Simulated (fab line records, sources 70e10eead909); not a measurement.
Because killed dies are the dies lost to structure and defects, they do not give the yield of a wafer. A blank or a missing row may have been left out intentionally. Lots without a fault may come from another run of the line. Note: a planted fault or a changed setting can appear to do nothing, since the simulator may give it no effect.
Matching of chambers | flow nand-harc | 3 sister chambers for NHARC_A_CONTACT_DEP_58 on pecvd-02
The step deposits SiON, target thk 60 nm. 6 wafers are shown with their chamber, then 8 later ones without.

== EACH WAFER AND ITS CHAMBER ==
wafer  | chamber | heater-power-w (W) | rf-fwd-power-W (W)
L082.4 | 2       | 703                | 347.9
L083.4 | 0       | 684                | 349.3
L079.3 | 0       | 805                | 348.5
L079.4 | 2       | 683                | 348.2
L079.6 | 1       | 801                | 349.9
L084.3 | 1       | 715                | 349.6

== WAFERS MISSING THEIR CHAMBER ==
wafer  | heater-power-w (W) | rf-fwd-power-W (W)
L084.4 | 746                | 347.8
L084.6 | 726                | 349.0
L087.1 | 738                | 347.6
L087.3 | 710                | 349.8
L087.5 | 718                | 349.4
L089.4 | 673                | 350.2
L089.5 | 810                | 350.6
L089.6 | 695                | 348.3

== WHICH CHAMBER EACH ONE RAN IN ==
wafer  | from the rows above     | in truth
L084.4 | can't be placed: 2 or 0 | 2
L084.6 | can't be placed: 0 or 1 | 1
L087.1 | 2                       | 2
L087.3 | can't be placed: 1 or 0 | 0
L087.5 | can't be placed: 1 or 0 | 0
L089.4 | can't be placed: 1 or 0 | 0
L089.5 | 1                       | 1
L089.6 | can't be placed: 2 or 0 | 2
Placed correctly: 2 of 8. Not placeable from these rows: 6 (in 6, the candidates include the true chamber). Wrongly placed: 0.
How it was worked out, from the rows above alone: a wafer's distance from a chamber is the root of the sum, over the readings, of the square of ((its reading less the chamber's mean) divided by the reading's scatter). If the next closest chamber is less than 2 further off than the closest, the wafer can't be placed; otherwise it belongs to the closest. A chamber's mean is the mean of its shown wafers. How the scatter is found: for the shown wafers, subtract from each reading the mean of its chamber, square and add these, divide the total by (wafers less chambers), then take the root.
